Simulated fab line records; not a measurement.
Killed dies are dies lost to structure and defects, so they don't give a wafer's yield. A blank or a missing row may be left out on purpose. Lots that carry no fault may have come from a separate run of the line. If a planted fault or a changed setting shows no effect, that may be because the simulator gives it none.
Lot-split experiment | flow n5-finfet | on a route of 1938 steps: 7 lots, 21 wafers read

== ABOUT THE SPLIT ==
At N5_MOL_CONTACT_COAG_CVD_140 (deposits W, target thk 66.5 nm, time 215 s), the setting target-thk-a was moved away from the recipe's 665 angstrom on 11 of the 21 wafers read, by -10.1% to +10.9%. All remaining wafers had this setting at the recipe value.

The split's own step is where the reading is taken.

== THE READING ==
W_of_MOL_CONTACT_COAG_CVD_140.thk-nm (the simulator's own value, which no gauge read), in nm, at N5_MOL_CONTACT_COAG_CVD_140 (deposits W, target thk 66.5 nm, time 215 s). The file gives no usual value for it. The 10 wafers here that ran the recipe average 66.4 nm, standard deviation 0.8 nm.

wafer  | tool, chamber at the split | target-thk-a as run, angstrom | against the recipe | W_of_MOL_CONTACT_COAG_CVD_140.thk-nm, nm | against lot-mates on the recipe
L074.1 | cvd-w-02, 0                | 737.4                         | +10.9%             | 73.8                                     | +7.2
L074.4 | cvd-w-02, 0                | 737.4                         | +10.9%             | 74.2                                     | +7.6
L074.5 | cvd-w-02, 1                | 665                           | recipe             | 66.6                                     | -
L081.1 | cvd-w-01, 0                | 665                           | recipe             | 66.8                                     | -
L081.2 | cvd-w-01, 1                | 665                           | recipe             | 68.4                                     | -
L081.5 | cvd-w-01, 0                | 665                           | recipe             | 65.2                                     | -
L080.3 | cvd-w-02, 0                | 602.6                         | -9.4%              | 59.6                                     | -6.8
L080.5 | cvd-w-02, 0                | 602.6                         | -9.4%              | 60                                       | -6.4
L080.6 | cvd-w-02, 1                | 665                           | recipe             | 66.4                                     | -
L083.1 | cvd-w-02, 1                | 665                           | recipe             | 66                                       | -
L083.2 | cvd-w-02, 0                | 737.8                         | +10.9%             | 72.6                                     | +6.6
L083.6 | cvd-w-02, 1                | 737.8                         | +10.9%             | 72.8                                     | +6.8
L084.3 | cvd-w-02, 1                | 633                           | -4.8%              | 63.6                                     | -2.4
L084.4 | cvd-w-02, 0                | 665                           | recipe             | 66                                       | -
L084.5 | cvd-w-02, 0                | 633                           | -4.8%              | 62.4                                     | -3.6
L090.3 | cvd-w-01, 1                | 597.7                         | -10.1%             | 60.4                                     | no lot-mate on the recipe
L090.4 | cvd-w-01, 0,1              | 597.7                         | -10.1%             | 59.8                                     | no lot-mate on the recipe
L090.5 | cvd-w-01, 0,1              | 597.7                         | -10.1%             | 59.8                                     | no lot-mate on the recipe
L097.1 | cvd-w-01, 0                | 665                           | recipe             | 66                                       | -
L097.4 | cvd-w-01, 1                | 665                           | recipe             | 66.4                                     | -
L097.6 | cvd-w-01, 0                | 665                           | recipe             | 65.8                                     | -
When a row names more than one chamber, that row covers several wafers, and the file does not tell which wafer ran in which chamber.

THE FIT
A straight line over all 21 wafers: W_of_MOL_CONTACT_COAG_CVD_140.thk-nm changes by +0.649 nm for each +1% of target-thk-a; r = +0.99; the points scatter about the line by 0.73 nm.
The same after taking each lot's own level away (the mean of its wafers on the recipe; 18 wafers): +0.66 nm for each +1%; r = +0.99; scatter 0.67 nm.
On that fit, the largest move of target-thk-a shifts the reading by 7.2 nm.
From 66.00 to 66.80 nm: that is the span of the lots' own levels, equal to 1.0 times the standard deviation above.
So the lot-to-lot level changes the slope little: the two slopes agree.
Check: for one of the wafers moved furthest among these (+10.9%), held out of the fit, the line's prediction against its lot-mates is +7.31 nm. Against them it came out at +6.6 nm.

== THE OTHER SPLITS THESE WAFERS WENT THROUGH ==
Other splits were also applied to these wafers ahead of the reading. Each is held against what the fit with the lots' levels taken away leaves over:
other split on the same wafers        | wafers away from the commonest value | r with W_of_MOL_CONTACT_COAG_CVD_140.thk-nm (lot level and that fit taken away)
N5_SD_EPI_N_DEVELOP_08 develop-time-s | 6                                    | +0.15
N5_SD_EPI_P_COAT_34 spin-rpm          | 8                                    | +0.38
N5_SDB_EXPOSE_08 dose-mj              | 12                                   | -0.08
N5_HKMG_FIN_COAT_30 spin-rpm          | 9                                    | -0.10
N5_HKMG_FIN_PEB_10 peb-time-s         | 8                                    | +0.26
N5_MOL_CONTACT_COAG_ETCH_105 bias-w   | 5                                    | -0.19

== THE FILE'S OWN FIT ==
W_of_MOL_CONTACT_COAG_CVD_140.thk-nm changes by +0.659 nm for each +1% of target-thk-a, r = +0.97.
